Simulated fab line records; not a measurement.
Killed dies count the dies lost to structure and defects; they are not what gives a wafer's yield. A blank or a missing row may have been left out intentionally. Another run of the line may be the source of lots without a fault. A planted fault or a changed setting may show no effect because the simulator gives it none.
fab line records | flow nand_harc
record lots=6 | wafers=18 | last_day=34
route steps=1302 shown A_SLIT@925 END@1302
lots that met no fault: from a run of the same line without faults
start_h: hours from the record's opening day to when the first of the lot's shown wafers began | wait_h: time in hours since the lot's previous step | " as in the row above | L1.1+2: one row covering several wafers at once | - no value present, or no start provided | * or withheld: withheld | < > ~ a bound
route shown NAME@n: a module of which the file shows steps, and the number in the route of the first | usual: mean and standard deviation over wafers with no fault | same: alike in all rows | chamber/n: place in a boat | sites: the reading at each site | _std_site: their standard deviation | _edge_site: the outer-site mean with the inner-site mean subtracted | radius_mm: for every site, how far away it sits from the centre of the wafer | mask NAME#n: copy n | behind: tool/chamber where the wafer was last shaped | hold: cause of the lot's hold/its duration in hours/its outcome | device: names the non-switching transistor (n, p or np) | end of line: the route-end tests of the same wafers | for a step that has no rows: nothing shown but its recipe | killed: dies that structure and defects cost at the first sort, which is not the same as the wafer's yield | map: shows each die of a wafer: x if killed, . if not, _ if none is there
set.NAME: the setting as run; set.NAME@STEP: as run at that earlier step | model.NAME: the simulator's own value behind a step, which no gauge read
lots seen at some steps along the route; tables by step, rows by wafer
services: a tool's chamber out of use, with start hour (start_h, from the record's first day; less than 0 if before it), hours out, and reason
## steps
# step NHARC_A_SLIT_DEHYDRATE_01
# recipe temp_c=150 | time_s=120
# step NHARC_A_SLIT_HMDS_02
# recipe time_s=30
# step NHARC_A_SLIT_COAT_03
# recipe spin_rpm=1500 | resist_thk_nm=90
# step NHARC_A_SLIT_SOFTBAKE_04
# recipe temp_c=105 | time_s=55
# step NHARC_A_SLIT_EBR_05
# step NHARC_A_SLIT_EXPOSE_06
# recipe na=1.35 | dose_mj=60.82 | mask_id=SLIT
# step NHARC_A_SLIT_PEB_07
# recipe peb_temp_c=100 | peb_time_s=65
# step NHARC_A_SLIT_DEVELOP_08
# recipe develop_time_s=35 | dev_temp_c=23
# step NHARC_A_SLIT_CD_MEAS_09
# recipe target_cd_nm=300 | landing_energy_ev=500
# usual cd_nm=299.8/0.52
lot.wafer | tool      | chamber | start_h | wait_h | cd_nm
L143.1    | cd_sem-02 | 0       | 523.70  | -      | 300.2
L143.3    | "         | 0       | "       | "      | 299.8
L143.5    | "         | 0       | "       | "      | 299.3
L146.1    | cd_sem-03 | 0       | 533.01  | -      | 300.8
L146.3    | "         | 0       | "       | "      | 300.4
L146.4    | "         | 0       | "       | "      | 300.6
L150.1    | cd_sem-02 | 0       | 559.25  | -      | 299.4
L150.4    | "         | 0       | "       | "      | 299.0
L150.5    | "         | 0       | "       | "      | 299.3
L152.1    | cd_sem-02 | 0       | 581.82  | -      | 299.4
L152.2    | "         | 0       | "       | "      | 300.0
L152.5    | "         | 0       | "       | "      | 299.5
L159.3    | cd_sem-02 | 0       | 674.82  | -      | 300.4
L159.4    | "         | 0       | "       | "      | 300.1
L159.6    | "         | 0       | "       | "      | 300.7
L158.3    | cd_sem-02 | 0       | 682.48  | -      | 299.8
L158.4    | "         | 0       | "       | "      | 300.3
L158.6    | "         | 0       | "       | "      | 300.0
# step NHARC_A_SLIT_OVL_MEAS_10
# usual overlay_x_nm=-0.2/0.8 | overlay_y_nm=0.0/0.82
lot.wafer | tool       | chamber | start_h | wait_h | overlay_x_nm | overlay_y_nm
L143.1    | overlay-01 | -       | 523.79  | -      | 1.7          | -0.4
L143.3    | "          | -       | "       | "      | 0.7          | 0.0
L143.5    | "          | -       | "       | "      | 1.8          | -0.1
L146.1    | overlay-01 | -       | 533.09  | -      | -0.1         | 0.7
L146.3    | "          | -       | "       | "      | 0.2          | 1.2
L146.4    | "          | -       | "       | "      | 0.2          | 0.9
L150.1    | overlay-02 | -       | 559.34  | -      | -0.1         | 0.9
L150.4    | "          | -       | "       | "      | -0.4         | 1.4
L150.5    | "          | -       | "       | "      | -0.6         | 0.5
L152.1    | overlay-02 | -       | 581.91  | -      | -1.6         | -2.1
L152.2    | "          | -       | "       | "      | -0.6         | -1.1
L152.5    | "          | -       | "       | "      | -0.6         | -1.2
L159.3    | overlay-02 | -       | 674.90  | -      | 0.3          | -0.1
L159.4    | "          | -       | "       | "      | 0.6          | -0.2
L159.6    | "          | -       | "       | "      | 0.5          | 0.1
L158.3    | overlay-02 | -       | 682.57  | -      | -0.1         | -0.6
L158.4    | "          | -       | "       | "      | 0.3          | -0.3
L158.6    | "          | -       | "       | "      | -0.3         | -0.5
# step NHARC_A_SLIT_INSPECT_11
# usual raw_defect_count=65/31
lot.wafer | tool              | chamber | start_h | wait_h | raw_defect_count
L143.1    | defect_inspect-02 | -       | 523.82  | 0.0    | 26
L143.3    | "                 | -       | "       | "      | 25
L143.5    | "                 | -       | "       | "      | 26
L146.1    | defect_inspect-01 | -       | 533.13  | 0.0    | 46
L146.3    | "                 | -       | "       | "      | 44
L146.4    | "                 | -       | "       | "      | 35
L150.1    | defect_inspect-01 | -       | 559.37  | 0.0    | 17
L150.4    | "                 | -       | "       | "      | 19
L150.5    | "                 | -       | "       | "      | 12
L152.1    | defect_inspect-01 | -       | 581.94  | 0.0    | 17
L152.2    | "                 | -       | "       | "      | 25
L152.5    | "                 | -       | "       | "      | 24
L159.3    | defect_inspect-02 | -       | 674.94  | 0.0    | 15
L159.4    | "                 | -       | "       | "      | 15
L159.6    | "                 | -       | "       | "      | 12
L158.3    | defect_inspect-02 | -       | 682.60  | 0.0    | 72
L158.4    | "                 | -       | "       | "      | 78
L158.6    | "                 | -       | "       | "      | 72
# step NHARC_A_SLIT_DESCUM_14
# recipe time_s=3 | o2_flow_sccm=200 | ar_flow_sccm=0 | bias_power_w=0 | chemistry=O2
# usual chamber_pressure_mTorr=60.00/0.058 | drypump_motor_current_A=5.6/0.33 | oes_product_au=1.003/0.0089 | rf_vpp_V=57.9/0.91 | showerhead_plenum_p_Torr=1.93/0.076 | throttle_valve_pct=11.310/0.0091
lot.wafer | tool        | chamber | start_h | wait_h | chamber_pressure_mTorr | drypump_motor_current_A | oes_product_au | rf_hours_counter_h | rf_vpp_V | showerhead_plenum_p_Torr | throttle_valve_pct
L143.3    | rie_diel-01 | 3       | 523.89  | 0.1    | 59.94                  | 5.6                     | 0.998          | 5.2                | 57.7     | 1.89                     | 11.304
L143.1    | "           | 2       | "       | "      | 59.90                  | 5.9                     | 0.996          | 5.9                | 58.4     | 2.00                     | 11.323
L143.5    | "           | 0       | "       | "      | 59.97                  | 5.0                     | 1.023          | -                  | 58.4     | 1.96                     | 11.308
L146.4    | rie_diel-03 | 2       | 533.19  | 0.1    | 60.05                  | 6.0                     | 0.993          | 2.7                | 59.4     | 2.06                     | 11.296
L146.3    | "           | 3       | "       | "      | 59.98                  | 5.7                     | 0.996          | 2.4                | 56.3     | 1.89                     | 11.311
L146.1    | "           | 1       | "       | "      | 59.88                  | 6.0                     | 1.000          | 2.9                | 58.4     | 2.00                     | 11.312
L150.1    | rie_diel-03 | 1       | 559.45  | 0.1    | 59.99                  | 6.0                     | 0.995          | 5.1                | 58.2     | 2.00                     | 11.317
L150.4    | "           | 2       | "       | "      | 59.90                  | 6.0                     | 0.998          | 4.8                | 58.4     | 2.06                     | 11.310
L150.5    | "           | 3       | "       | "      | 60.04                  | 5.7                     | 0.995          | -                  | 57.8     | 1.89                     | 11.301
L152.2    | rie_diel-03 | 2       | 582.01  | 0.1    | 59.91                  | 6.0                     | 1.004          | 6.6                | 57.4     | 2.06                     | 11.322
L152.1    | "           | 0       | "       | "      | 60.04                  | 5.5                     | 1.009          | 6.1                | 56.3     | 1.85                     | 11.308
L152.5    | "           | 1       | "       | "      | 59.91                  | 6.0                     | 1.013          | -                  | 58.5     | 2.00                     | 11.306
L159.4    | rie_diel-03 | 0       | 675.01  | 0.1    | 60.05                  | 5.5                     | 1.007          | 1.1                | 57.9     | 1.85                     | 11.318
L159.3    | "           | 1       | "       | "      | 60.01                  | 6.0                     | 1.004          | 1.4                | 59.7     | 1.99                     | 11.308
L159.6    | "           | 0       | "       | "      | 59.99                  | 5.5                     | 1.010          | -                  | 57.5     | 1.85                     | 11.298
L158.4    | rie_diel-03 | 1       | 682.66  | 0.1    | 59.92                  | 6.0                     | 1.001          | 2.0                | 58.4     | 1.99                     | 11.304
L158.3    | "           | 2       | "       | "      | 60.00                  | 6.0                     | 0.988          | 2.1                | 57.9     | 2.06                     | 11.322
L158.6    | "           | 2       | "       | "      | 60.10                  | 6.0                     | 0.994          | -                  | 58.8     | 2.06                     | 11.320
# step NHARC_A_SLIT_ETCH_24
# recipe target_depth_a=1210 | time_s=60.5 | cf4_flow_sccm=100 | chf3_flow_sccm=30 | ar_flow_sccm=0 | rf_w=500 | bias_w=200 | chemistry=CF4/CHF3
# usual bias_w=199.9/0.65 | cf4_flow_sccm=100.0/0.32 | chamber_pressure_mTorr=25.00/0.036 | drypump_motor_current_A=5.6/0.34 | oes_product_au=0.966/0.018 | rf_vpp_V=371.1/2.1 | showerhead_plenum_p_Torr=1.59/0.06 | throttle_valve_pct=16.802/0.0097
lot.wafer | tool        | chamber | start_h | wait_h | bias_w | cf4_flow_sccm | chamber_pressure_mTorr | drypump_motor_current_A | oes_product_au | rf_hours_counter_h | rf_vpp_V | showerhead_plenum_p_Torr | throttle_valve_pct
L143.1    | rie_diel-01 | 3       | 523.98  | 0.1    | 199.4  | 100.4         | 24.99                  | 5.6                     | 0.968          | 5.2                | 370.2    | 1.56                     | 16.823
L143.3    | "           | 0       | "       | "      | 199.0  | 99.7          | 25.01                  | 5.0                     | 0.975          | 6.2                | 373.1    | 1.61                     | 16.815
L143.5    | "           | 2       | "       | "      | 199.6  | 99.9          | 25.00                  | 5.9                     | 0.964          | -                  | 371.7    | 1.64                     | 16.807
L146.4    | rie_diel-03 | 2       | 533.28  | 0.1    | 199.2  | 100.2         | 24.99                  | 6.0                     | 0.957          | 2.7                | 375.3    | 1.69                     | 16.803
L146.3    | "           | 3       | "       | "      | 200.3  | 100.0         | 24.95                  | 5.6                     | 0.953          | 2.4                | 370.0    | 1.55                     | 16.793
L146.1    | "           | 0       | "       | "      | 200.3  | 100.2         | 24.98                  | 5.5                     | 0.985          | 2.6                | 368.9    | 1.52                     | 16.802
L150.4    | rie_diel-03 | 0       | 559.52  | 0.1    | -      | -             | -                      | -                       | -              | -                  | -        | -                        | -
L150.1    | "           | 2       | "       | "      | -      | -             | -                      | -                       | -              | -                  | -        | -                        | -
L150.5    | "           | 1       | "       | "      | -      | -             | -                      | -                       | -              | -                  | -        | -                        | -
L152.2    | rie_diel-03 | 2       | 582.10  | 0.1    | -      | -             | -                      | -                       | -              | -                  | -        | -                        | -
L152.1    | "           | 3       | "       | "      | -      | -             | -                      | -                       | -              | -                  | -        | -                        | -
L152.5    | "           | 1       | "       | "      | -      | -             | -                      | -                       | -              | -                  | -        | -                        | -
L159.4    | rie_diel-03 | 3       | 675.09  | 0.1    | 199.4  | 100.2         | 25.02                  | 5.7                     | 0.959          | 1.3                | 369.8    | 1.55                     | 16.802
L159.3    | "           | 0       | "       | "      | 199.1  | 100.1         | 24.98                  | 5.5                     | 0.967          | 1.2                | 368.5    | 1.52                     | 16.797
L159.6    | "           | 3       | "       | "      | 199.1  | 100.3         | 25.01                  | 5.7                     | 0.961          | -                  | 369.9    | 1.55                     | 16.814
L158.3    | rie_diel-03 | 1       | 682.75  | 0.1    | 199.9  | 100.5         | 25.01                  | 6.0                     | 0.957          | 2.1                | 372.8    | 1.64                     | 16.784
L158.4    | "           | 2       | "       | "      | 199.7  | 100.2         | 25.01                  | 6.0                     | 0.954          | 2.1                | 373.3    | 1.68                     | 16.816
L158.6    | "           | 1       | "       | "      | 199.3  | 100.7         | 24.97                  | 6.0                     | 0.955          | -                  | 373.3    | 1.64                     | 16.803
# step NHARC_A_SLIT_ETCH_15
# recipe target_depth_a=62000 | over_etch_frac=0.3 | time_s=1612 | ion_energy_ev=150 | o2_flow_sccm=400 | cos_flow_sccm=20 | ar_flow_sccm=0 | rf_w=500 | bias_w=300 | chemistry=O2/COS
# usual bias_w=300.0/0.9 | chamber_pressure_mTorr=20.001/0.019 | drypump_motor_current_A=5.6/0.34 | oes_product_au=1.002/0.0096 | rf_vpp_V=314.6/2 | showerhead_plenum_p_Torr=3.15/0.12 | throttle_valve_pct=28.330/0.0098
# same over_etch_frac=0.3
lot.wafer | tool        | chamber | start_h | wait_h | bias_w | chamber_pressure_mTorr | drypump_motor_current_A | oes_product_au | rf_hours_counter_h | rf_vpp_V | showerhead_plenum_p_Torr | throttle_valve_pct
L143.1    | rie_diel-01 | 1       | -       | -      | 299.3  | 20.039                 | 5.3                     | 1.019          | 6.4                | 314.1    | 3.08                     | 28.315
L143.3    | "           | 2       | "       | "      | 300.7  | 20.018                 | 5.9                     | 0.996          | 6.2                | 318.1    | 3.26                     | 28.333
L143.5    | "           | 1       | "       | "      | 300.1  | 20.000                 | 5.3                     | 1.010          | -                  | 314.7    | 3.08                     | 28.323
L146.1    | rie_diel-03 | 3       | -       | -      | 300.5  | 20.021                 | 5.7                     | 0.980          | 2.7                | 313.6    | 3.08                     | 28.317
L146.3    | "           | 0       | "       | "      | 298.6  | 20.007                 | 5.5                     | 1.000          | 2.9                | 311.9    | 3.02                     | 28.328
L146.4    | "           | 1       | "       | "      | 299.7  | 19.999                 | 6.0                     | 0.988          | 3.1                | 314.6    | 3.25                     | 28.324
L150.1    | rie_diel-03 | 3       | 559.72  | 0.2    | 299.4  | 19.995                 | 5.6                     | 0.983          | 4.8                | 313.0    | 3.08                     | 28.330
L150.4    | "           | 1       | "       | "      | 300.7  | 20.012                 | 6.0                     | 0.993          | 5.3                | 317.3    | 3.25                     | 28.315
L150.5    | "           | 3       | "       | "      | 299.2  | 20.039                 | 5.7                     | 0.990          | -                  | 313.5    | 3.08                     | 28.333
L152.1    | rie_diel-03 | 1       | 582.17  | 0.1    | 301.3  | 19.979                 | 6.0                     | 0.999          | 6.7                | 314.9    | 3.25                     | 28.345
L152.2    | "           | 3       | "       | "      | 302.1  | 20.012                 | 5.7                     | 0.994          | 6.6                | 313.1    | 3.08                     | 28.333
L152.5    | "           | 2       | "       | "      | 300.5  | 19.985                 | 6.0                     | 0.996          | -                  | 318.2    | 3.34                     | 28.320
L159.3    | rie_diel-03 | 3       | -       | -      | 299.5  | 19.972                 | 5.7                     | 1.000          | 1.5                | 313.7    | 3.08                     | 28.341
L159.4    | "           | 1       | "       | "      | 299.4  | 19.995                 | 5.9                     | 1.006          | 1.7                | 314.9    | 3.25                     | 28.339
L159.6    | "           | 0       | "       | "      | 299.6  | 19.994                 | 5.5                     | 1.009          | -                  | 313.2    | 3.02                     | 28.327
L158.4    | rie_diel-03 | 2       | -       | -      | 300.7  | 20.020                 | 6.0                     | 1.000          | 2.4                | 317.9    | 3.34                     | 28.358
L158.3    | "           | 3       | "       | "      | 299.4  | 19.998                 | 5.7                     | 1.000          | 2.5                | 313.3    | 3.08                     | 28.350
L158.6    | "           | 1       | "       | "      | 300.0  | 19.989                 | 6.0                     | 1.002          | -                  | 315.3    | 3.25                     | 28.332
# step NHARC_END_SORT_01
# recipe temp_c=25
# usual killed_at_array=52/17 | killed_at_other=0.9/1.2 | killed_at_periphery=3.9/2.7 | killed_dies=57/16 | killed_open=3.3/1.9 | killed_short=2.5/1.5
# same gross_dies=677
lot.wafer | tool      | chamber | start_h | wait_h | hold                   | killed_at_array | killed_at_other | killed_at_periphery | killed_dies | killed_open | killed_short
L143.1    | prober-01 | 0       | 637.41  | 2.5    | -                      | 28              | 1               | 3                   | 32          | 5           | 4
L143.3    | prober-01 | 0       | 639.03  | 3.1    | -                      | 23              | 0               | 1                   | 24          | 1           | 3
L143.5    | prober-01 | 0       | 640.65  | 3.7    | -                      | 25              | 3               | 2                   | 30          | 5           | 1
L146.1    | prober-02 | 0       | 647.05  | 2.5    | -                      | 46              | 0               | 2                   | 48          | 2           | 2
L146.3    | prober-02 | 0       | 648.64  | 3.1    | -                      | 53              | 0               | 3                   | 56          | 2           | 1
L146.4    | prober-02 | 0       | 649.44  | 3.4    | -                      | 25              | 1               | 1                   | 27          | 2           | 1
L150.1    | prober-02 | 0       | 677.50  | 2.4    | await_dispo/1.1h/scrap | 664             | 3               | 10                  | 677         | 2           | 3
L150.4    | prober-02 | 0       | 679.89  | 3.4    | await_dispo/1.1h/scrap | 666             | 2               | 9                   | 677         | 2           | 3
L150.5    | prober-02 | 0       | 680.68  | 3.7    | await_dispo/1.1h/scrap | 663             | 1               | 13                  | 677         | 3           | 2
L152.1    | prober-02 | 0       | 696.18  | 2.5    | await_dispo/1.6h/scrap | 672             | 0               | 5                   | 677         | 5           | 1
L152.2    | prober-02 | 0       | 696.97  | 2.8    | await_dispo/1.6h/scrap | 670             | 1               | 6                   | 677         | 3           | 5
L152.5    | prober-02 | 0       | 699.36  | 3.7    | await_dispo/1.6h/scrap | 674             | 0               | 3                   | 677         | 1           | 3
L159.3    | prober-02 | 0       | 791.29  | 3.1    | -                      | 23              | 0               | 2                   | 25          | 2           | 2
L159.4    | prober-02 | 0       | 792.08  | 3.4    | -                      | 43              | 0               | 5                   | 48          | 2           | 1
L159.6    | prober-02 | 0       | 793.68  | 4.0    | -                      | 47              | 0               | 7                   | 54          | 2           | 4
L158.3    | prober-02 | 0       | 807.62  | 3.1    | -                      | 30              | 1               | 5                   | 36          | 0           | 2
L158.4    | prober-02 | 0       | 808.42  | 3.4    | -                      | 44              | 0               | 8                   | 52          | 4           | 1
L158.6    | prober-02 | 0       | 810.00  | 4.0    | -                      | 30              | 0               | 8                   | 38          | 2           | 2
# killed by level:class
L143.1 A_CHANNEL_HOLE_D2:chamber_film_flake=8 A_WL_FILL:chamber_film_flake=3 A_CONTACT:chamber_film_flake=3 A_DECK1_JOINT:chamber_film_flake=2 A_STAIRCASE:chamber_film_flake=2 P_CONTACT:geometric_particle:open=1 P_M1:geometric_particle:open=1 A_DECK1_JOINT:geometric_particle:short=1
L143.3 A_CHANNEL_HOLE_D2:chamber_film_flake=10 A_WL_FILL:chamber_film_flake=3 A_CONTACT:chamber_film_flake=3 A_ONON_D2:geometric_particle:short=2 A_CHANNEL_HOLE_D1:chamber_film_flake=2 P_M0:geometric_particle:short=1 A_CHANNEL_FILL_D2:geometric_particle:open=1 A_CHANNEL_FILL_D2:chamber_film_flake=1
L143.5 A_CHANNEL_HOLE_D2:chamber_film_flake=8 A_CONTACT:chamber_film_flake=6 A_CHANNEL_HOLE_D1:chamber_film_flake=2 A_STAIRCASE:chamber_film_flake=2 A_WL_FILL:chamber_film_flake=2 THIN_TSV:chamber_film_flake=2 P_M0:geometric_particle:open=1 A_ONON_D2:geometric_particle:open=1
L146.1 A_SLIT:chamber_film_flake=23 A_CHANNEL_HOLE_D2:chamber_film_flake=10 A_CHANNEL_HOLE_D1:chamber_film_flake=3 A_CONTACT:chamber_film_flake=3 A_ONON_D1:geometric_particle:short=2 A_STAIRCASE:chamber_film_flake=2 A_ONON_D1:geometric_particle:open=1 A_ONON_D2:geometric_particle:open=1
L146.3 A_SLIT:chamber_film_flake=24 A_CHANNEL_HOLE_D2:chamber_film_flake=8 A_CONTACT:chamber_film_flake=6 A_STAIRCASE:chamber_film_flake=5 A_CHANNEL_HOLE_D1:chamber_film_flake=3 A_DECK1_JOINT:chamber_film_flake=2 A_SGD_CUT:geometric_particle:open=1 A_WL_FILL:geometric_particle:short=1
L146.4 A_SLIT:chamber_film_flake=8 A_STAIRCASE:chamber_film_flake=5 A_CONTACT:chamber_film_flake=5 A_CHANNEL_HOLE_D2:chamber_film_flake=2 A_DECK1_JOINT:geometric_particle:open=1 A_SGD_CUT:geometric_particle:open=1 A_WL_FILL:geometric_particle:short=1 P_ZERO_WELL:chamber_film_flake=1
L150.1 A_SLIT:area_etch=625 A_SLIT:chamber_film_flake=26 P_GATE:chamber_film_flake=6 A_DECK1_JOINT:chamber_film_flake=3 THIN_TSV:chamber_film_flake=3 P_CONTACT:chamber_film_flake=2 A_CHANNEL_HOLE_D2:chamber_film_flake=2 A_STAIRCASE:chamber_film_flake=2
L150.4 A_SLIT:area_etch=631 A_SLIT:chamber_film_flake=21 P_CONTACT:chamber_film_flake=5 P_GATE:chamber_film_flake=3 A_CHANNEL_HOLE_D1:chamber_film_flake=2 A_CHANNEL_HOLE_D2:chamber_film_flake=2 A_WL_FILL:chamber_film_flake=2 THIN_TSV:chamber_film_flake=2
L150.5 A_SLIT:area_etch=622 A_SLIT:chamber_film_flake=28 P_CONTACT:chamber_film_flake=9 A_CHANNEL_HOLE_D1:chamber_film_flake=5 P_GATE:chamber_film_flake=4 A_ONON_D1:geometric_particle:short=1 A_CHANNEL_FILL_D1:geometric_particle:open=1 A_CHANNEL_FILL_D2:geometric_particle:open=1
L152.1 A_SLIT:area_etch=651 A_CHANNEL_HOLE_D1:chamber_film_flake=4 A_CONTACT:chamber_film_flake=3 P_BONDPAD:chamber_film_flake=2 A_CHANNEL_FILL_D1:chamber_film_flake=2 A_STAIRCASE:chamber_film_flake=2 A_SLIT:chamber_film_flake=2 A_WL_FILL:chamber_film_flake=2
L152.2 A_SLIT:area_etch=640 A_CHANNEL_HOLE_D1:chamber_film_flake=14 P_BONDPAD:chamber_film_flake=3 A_STAIRCASE:chamber_film_flake=3 A_SLIT:chamber_film_flake=3 A_WL_FILL:chamber_film_flake=3 A_CHANNEL_FILL_D1:geometric_particle:short=2 P_CONTACT:geometric_particle:open=1
L152.5 A_SLIT:area_etch=654 A_CHANNEL_HOLE_D1:chamber_film_flake=5 A_STAIRCASE:chamber_film_flake=3 A_CONTACT:chamber_film_flake=3 A_WL_FILL:chamber_film_flake=2 A_CHANNEL_HOLE_D1:geometric_particle:short=1 A_CHANNEL_FILL_D1:geometric_particle:short=1 A_CHANNEL_HOLE_D2:geometric_particle:short=1
L159.3 A_SLIT:chamber_film_flake=12 A_STAIRCASE:chamber_film_flake=3 A_CHANNEL_HOLE_D2:chamber_film_flake=2 A_CONTACT:chamber_film_flake=2 P_CONTACT:geometric_particle:open=1 P_M0:geometric_particle:open=1 A_CHANNEL_HOLE_D1:geometric_particle:short=1 A_WL_FILL:geometric_particle:short=1
L159.4 A_SLIT:chamber_film_flake=30 A_CHANNEL_HOLE_D1:unspecified=4 P_STI:chamber_film_flake=3 A_CHANNEL_HOLE_D1:chamber_film_flake=2 P_CONTACT:geometric_particle:open=1 A_CHANNEL_FILL_D1:geometric_particle:short=1 A_M1:geometric_particle:open=1 P_GATE:chamber_film_flake=1
L159.6 A_SLIT:chamber_film_flake=30 A_STAIRCASE:chamber_film_flake=5 P_STI:chamber_film_flake=3 A_CONTACT:chamber_film_flake=2 P_GATE:geometric_particle:open=1 P_CONTACT:geometric_particle:short=1 P_M1:geometric_particle:short=1 P_M2:geometric_particle:short=1
L158.3 A_CHANNEL_HOLE_D2:chamber_film_flake=11 A_SLIT:chamber_film_flake=9 A_CHANNEL_HOLE_D1:chamber_film_flake=5 P_CONTACT:chamber_film_flake=3 A_DECK1_JOINT:geometric_particle:short=1 A_M0:geometric_particle:short=1 P_ZERO_WELL:chamber_film_flake=1 P_GATE:chamber_film_flake=1
L158.4 A_CHANNEL_HOLE_D2:chamber_film_flake=19 A_CHANNEL_HOLE_D1:chamber_film_flake=9 A_SLIT:chamber_film_flake=8 P_CONTACT:chamber_film_flake=6 A_CONTACT:geometric_particle:open=2 A_CONTACT:chamber_film_flake=2 P_M0:geometric_particle:open=1 A_CHANNEL_FILL_D2:geometric_particle:open=1
L158.6 A_CHANNEL_HOLE_D2:chamber_film_flake=12 A_SLIT:chamber_film_flake=7 P_CONTACT:chamber_film_flake=5 A_CONTACT:chamber_film_flake=2 A_SGD_CUT:chamber_film_flake=2 A_WL_FILL:chamber_film_flake=2 P_CONTACT:geometric_particle:open=1 A_CHANNEL_HOLE_D1:geometric_particle:short=1
# map L150.1 (x killed, . not)
____________x____________
_________xxxxxxx_________
_______xxxxxxxxxxx_______
______xxxxxxxxxxxxx______
_____xxxxxxxxxxxxxxx_____
____xxxxxxxxxxxxxxxxx____
____xxxxxxxxxxxxxxxxx____
___xxxxxxxxxxxxxxxxxxx___
___xxxxxxxxxxxxxxxxxxx___
__xxxxxxxxxxxxxxxxxxxxx__
__xxxxxxxxxxxxxxxxxxxxx__
_xxxxxxxxxxxxxxxxxxxxxxx_
_xxxxxxxxxxxxxxxxxxxxxxx_
_xxxxxxxxxxxxxxxxxxxxxxx_
_xxxxxxxxxxxxxxxxxxxxxxx_
_xxxxxxxxxxxxxxxxxxxxxxx_
xxxxxxxxxxxxxxxxxxxxxxxxx
xxxxxxxxxxxxxxxxxxxxxxxxx
xxxxxxxxxxxxxxxxxxxxxxxxx
xxxxxxxxxxxxxxxxxxxxxxxxx
xxxxxxxxxxxxxxxxxxxxxxxxx
_xxxxxxxxxxxxxxxxxxxxxxx_
_xxxxxxxxxxxxxxxxxxxxxxx_
_xxxxxxxxxxxxxxxxxxxxxxx_
_xxxxxxxxxxxxxxxxxxxxxxx_
_xxxxxxxxxxxxxxxxxxxxxxx_
__xxxxxxxxxxxxxxxxxxxxx__
__xxxxxxxxxxxxxxxxxxxxx__
___xxxxxxxxxxxxxxxxxxx___
___xxxxxxxxxxxxxxxxxxx___
____xxxxxxxxxxxxxxxxx____
____xxxxxxxxxxxxxxxxx____
_____xxxxxxxxxxxxxxx_____
______xxxxxxxxxxxxx______
_______xxxxxxxxxxx_______
_________xxxxxxx_________
____________x____________
# map L152.1 (x killed, . not)
____________x____________
_________xxxxxxx_________
_______xxxxxxxxxxx_______
______xxxxxxxxxxxxx______
_____xxxxxxxxxxxxxxx_____
____xxxxxxxxxxxxxxxxx____
____xxxxxxxxxxxxxxxxx____
___xxxxxxxxxxxxxxxxxxx___
___xxxxxxxxxxxxxxxxxxx___
__xxxxxxxxxxxxxxxxxxxxx__
__xxxxxxxxxxxxxxxxxxxxx__
_xxxxxxxxxxxxxxxxxxxxxxx_
_xxxxxxxxxxxxxxxxxxxxxxx_
_xxxxxxxxxxxxxxxxxxxxxxx_
_xxxxxxxxxxxxxxxxxxxxxxx_
_xxxxxxxxxxxxxxxxxxxxxxx_
xxxxxxxxxxxxxxxxxxxxxxxxx
xxxxxxxxxxxxxxxxxxxxxxxxx
xxxxxxxxxxxxxxxxxxxxxxxxx
xxxxxxxxxxxxxxxxxxxxxxxxx
xxxxxxxxxxxxxxxxxxxxxxxxx
_xxxxxxxxxxxxxxxxxxxxxxx_
_xxxxxxxxxxxxxxxxxxxxxxx_
_xxxxxxxxxxxxxxxxxxxxxxx_
_xxxxxxxxxxxxxxxxxxxxxxx_
_xxxxxxxxxxxxxxxxxxxxxxx_
__xxxxxxxxxxxxxxxxxxxxx__
__xxxxxxxxxxxxxxxxxxxxx__
___xxxxxxxxxxxxxxxxxxx___
___xxxxxxxxxxxxxxxxxxx___
____xxxxxxxxxxxxxxxxx____
____xxxxxxxxxxxxxxxxx____
_____xxxxxxxxxxxxxxx_____
______xxxxxxxxxxxxx______
_______xxxxxxxxxxx_______
_________xxxxxxx_________
____________x____________
## services
tool        | chamber | start_h | hours | kind
rie_diel-03 | 0       | 516.30  | -     | clean
rie_diel-03 | 1       | 516.30  | -     | clean
rie_diel-03 | 2       | 516.30  | -     | clean
rie_diel-03 | 3       | 516.30  | -     | clean
rie_diel-03 | 0       | 540.80  | -     | clean
rie_diel-03 | 1       | 540.80  | -     | clean
rie_diel-03 | 2       | 540.80  | -     | clean
rie_diel-03 | 3       | 540.80  | -     | clean
rie_diel-01 | -       | 557.81  | 9.0   | pm
rie_diel-03 | 0       | 565.30  | -     | clean
rie_diel-03 | 1       | 565.30  | -     | clean
rie_diel-03 | 2       | 565.30  | -     | clean
rie_diel-03 | 3       | 565.30  | -     | clean
rie_diel-03 | 0       | 589.80  | -     | clean
rie_diel-03 | 1       | 589.80  | -     | clean
rie_diel-03 | 2       | 589.80  | -     | clean
rie_diel-03 | 3       | 589.80  | -     | clean
rie_diel-03 | 0       | 614.51  | -     | clean
rie_diel-03 | 1       | 614.51  | -     | clean
rie_diel-03 | 2       | 614.51  | -     | clean
rie_diel-03 | 3       | 614.51  | -     | clean
rie_diel-03 | -       | 635.35  | 9.0   | pm
rie_diel-03 | 0       | 635.35  | 9.0   | vent_cycle
rie_diel-03 | 1       | 635.35  | 9.0   | vent_cycle
## key
first_sign step=NHARC_A_SLIT_ETCH_24 | reading=tool_record | direction=missing
effect step=NHARC_END_SORT_01 | reading=killed_dies | direction=up | sigmas=38 | usual=57 | struck=677
more_kills_born_at NHARC_A_SLIT_ETCH_24@rie_diel-03=3823
met_at NHARC_A_SLIT_ETCH_24
struck_wafers L150.1,L150.4,L150.5,L152.1,L152.2,L152.5
later_rows_left_out L150.1,L150.4,L150.5,L152.1,L152.2,L152.5
tester_left_out L150,L152
onset_between 533.28 559.52
fault kind=skipped_step_whole | tool=rie_diel-03 | chamber=- | onset_h=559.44 | steps=NHARC_A_SLIT_ETCH_24 | scope=struck_lots_only
# tester_left_out: of these lots the tester's yield and bins aren't shown, on N5 and GAA mostly nor the transistor test; their killed dies are dies lost to structure and defects alone, not to doping, threshold or leakage, so they don't give the yield
# later_rows_left_out: the simulator's readings of these wafers behind a module that went badly wrong aren't trusted and aren't shown, but for the sort
